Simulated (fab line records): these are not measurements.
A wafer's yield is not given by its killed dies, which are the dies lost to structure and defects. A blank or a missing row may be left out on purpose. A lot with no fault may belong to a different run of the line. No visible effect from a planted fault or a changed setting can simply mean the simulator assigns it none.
A lot that was struck, set against a sound lot | flow nand-harc | 41 steps out of a route of 1302
Sound: wafers L534.2, L534.4, L534.6. Struck: wafer L541.5. (L541.4, L541.6 of the same lot were not struck and are left out.) The cause comes at the end.
Order at every step that has rows: each side's tool, ch and its chambers, its first start. Under that, the readings that differ: sound wafers | struck wafers | difference of the means | sigmas: that difference in standard deviations of wafers without a fault.
alike: readings with means less than 2 such deviations apart, plus words and numbers identical on both sides. not compared: withheld readings, readings lacking a value on some wafer, bounds such as >300 that could conceal the same value, and numbers that have no deviation in the record and whose values overlap.
Wherever a step has rows on one side only, a row that says differs or no value, or a row with sigmas, the two part there. Numbers that don't overlap but have no deviation are shown without sigmas and don't part them. A reading that every wafer of one side lacks parts them only if that side has two wafers or more.

first, 1 step without rows for these wafers: NHARC_P_STI_HARDBAKE_13 (time 65 s).
NHARC_P_STI_DESCUM_14: chemistry O2, time 3 s.
  sound on rie-diel-10 ch 0,1,3, day 3 10:02; struck on rie-diel-13 ch 0, day 6 03:05
  alike: drypump-motor-current-A, oes-product-au, rf-vpp-V, showerhead-plenum-p-Torr, throttle-valve-pct
  not compared: rf-hours-counter-h
NHARC_P_STI_ETCH_42: etches the open film in N2/H2, target depth 80 nm, overetch 24 nm, time 61 s.
  sound on rie-diel-10 ch 1,3, day 3 10:07; struck on rie-diel-13 ch 0, day 6 03:10
  alike: drypump-motor-current-A, oes-product-au, rf-vpp-V, showerhead-plenum-p-Torr, throttle-valve-pct
  not compared: rf-hours-counter-h
NHARC_P_STI_ETCH_31: etches the open film in CF4/CHF3, target depth 108.9 nm, time 54.5 s.
  sound on rie-diel-10 ch 1,2; struck on rie-diel-13 ch 3
  alike: drypump-motor-current-A, oes-product-au, rf-vpp-V, showerhead-plenum-p-Torr, throttle-valve-pct
  not compared: rf-hours-counter-h
NHARC_P_STI_ETCH_15: etches the open film in HBr/Cl2, target depth 300 nm, time 100.1 s.
  sound on rie-si-05 ch 2,3, day 3 10:18; struck on rie-si-03 ch 0, day 6 03:28
  alike: drypump-motor-current-A, oes-product-au, throttle-valve-pct
  not compared: rf-hours-counter-h
NHARC_P_STI_CD_MEAS_16:
  sound on cd-sem-02, day 3 10:28; struck on cd-sem-02, day 6 03:36
  reading    | sound             | struck | difference | sigmas
  cd-nm (nm) | 196.4 196.5 199.2 | 200.8  | +3.4       | +2
NHARC_P_STI_OCD_MEAS_17:
  sound on ocd-01, day 3 10:33; struck on ocd-02, day 6 03:41
  reading                | sound             | struck | difference | sigmas
  trench-foot-cd-nm (nm) | 153.8 153.3 157.0 | 160.4  | +5.7       | +3
  alike: trench-depth-nm
then, 3 steps without rows for these wafers: NHARC_P_STI_STRIP_19 (strips in SPM, time 900 s); NHARC_P_STI_PRECLEAN_32 (cleans in SC1); NHARC_P_STI_SRD_23.
NHARC_P_STI_OCD_MEAS_43:
  sound on ocd-02, day 3 11:03; struck on ocd-01, day 6 04:11
  reading                | sound             | struck | difference | sigmas
  trench-foot-cd-nm (nm) | 153.8 154.0 156.5 | 159.9  | +5.1       | +3
  alike: trench-depth-nm
then, 1 step without rows for these wafers: NHARC_P_STI_OXIDE_33 (material SiO2, target thk 10 nm, ox time 281 s).
NHARC_P_STI_HDPCVD_20: deposits SiO2.
  sound on hdpcvd-01 ch 0,1, day 3 19:27; struck on hdpcvd-01 ch 0,1, day 6 17:53
then, 21 steps without rows for these wafers: NHARC_P_STI_ANNEAL_34 (time 1800 s); NHARC_P_STI_CMP_21 (polishes, t overpolish 20 s, target thk 380.67 nm); NHARC_P_STI_SRD_35; NHARC_P_STI_ETCH_36 (etches SiO2 in dHF, target depth 38.8 nm); NHARC_P_STI_STRIP_24 (strips Si3N4 in H3PO4); NHARC_P_STI_ETCH_37 (etches SiO2 in dHF, target depth 11 nm); NHARC_P_STI_PRECLEAN_38 (cleans in SC1); NHARC_P_STI_SRD_39; NHARC_P_STI_OXIDE_40 (material SiO2, target thk 10 nm, ox time 1362 s); NHARC_P_GATE_ETCH_69 (etches SiO2 in dHF, target depth 14 nm); NHARC_P_GATE_PRECLEAN_70 (cleans in SC1); NHARC_P_GATE_SRD_01; NHARC_P_GATE_OXIDE_02 (material SiO2, target thk 37.5 nm, ox time 365 s); NHARC_P_GATE_DEHYDRATE_03 (time 120 s); NHARC_P_GATE_HMDS_04 (time 30 s); NHARC_P_GATE_COAT_05; NHARC_P_GATE_SOFTBAKE_06 (time 95 s); NHARC_P_GATE_EBR_07; NHARC_P_GATE_EXPOSE_08 (exposes mask P HV); NHARC_P_GATE_PEB_09 (peb time 85 s); NHARC_P_GATE_DEVELOP_10 (time 70 s).
NHARC_P_GATE_CD_MEAS_11: target cd 1640 nm.
  sound on cd-sem-01 ch 0, day 4 20:16; struck on cd-sem-01 ch 0, day 8 02:02
  alike: cd-nm
then, 1 step without rows for these wafers: NHARC_P_GATE_HARDBAKE_12 (time 80 s).
NHARC_P_GATE_DESCUM_13: chemistry O2, time 3 s.
  sound on rie-diel-05 ch 1,3, day 4 20:25; struck on rie-diel-06 ch 1, day 8 02:14
  alike: drypump-motor-current-A, oes-product-au, rf-vpp-V, showerhead-plenum-p-Torr, throttle-valve-pct
  not compared: rf-hours-counter-h
then, 3 steps without rows for these wafers: NHARC_P_GATE_ETCH_14 (etches SiO2 in dHF, target depth 48.8 nm); NHARC_P_GATE_STRIP_15 (strips in SPM, time 780 s); NHARC_P_GATE_PRECLEAN_71 (cleans in SC1).
-- break in the record here, with 20 days between the starts of the struck wafers on either side (left off in module P_GATE, picked up again in module END, where the first step shown is number 1302 on the route) --
NHARC_END_SORT_01:
  at this point the record logs the struck wafers (prober-01 ch 0, day 27 19:49) and has no rows for the sound ones

== WHERE THEY PART ==
First at NHARC_P_STI_CD_MEAS_16; last, within this record, at NHARC_END_SORT_01.

WHY: whatever the simulator had introduced
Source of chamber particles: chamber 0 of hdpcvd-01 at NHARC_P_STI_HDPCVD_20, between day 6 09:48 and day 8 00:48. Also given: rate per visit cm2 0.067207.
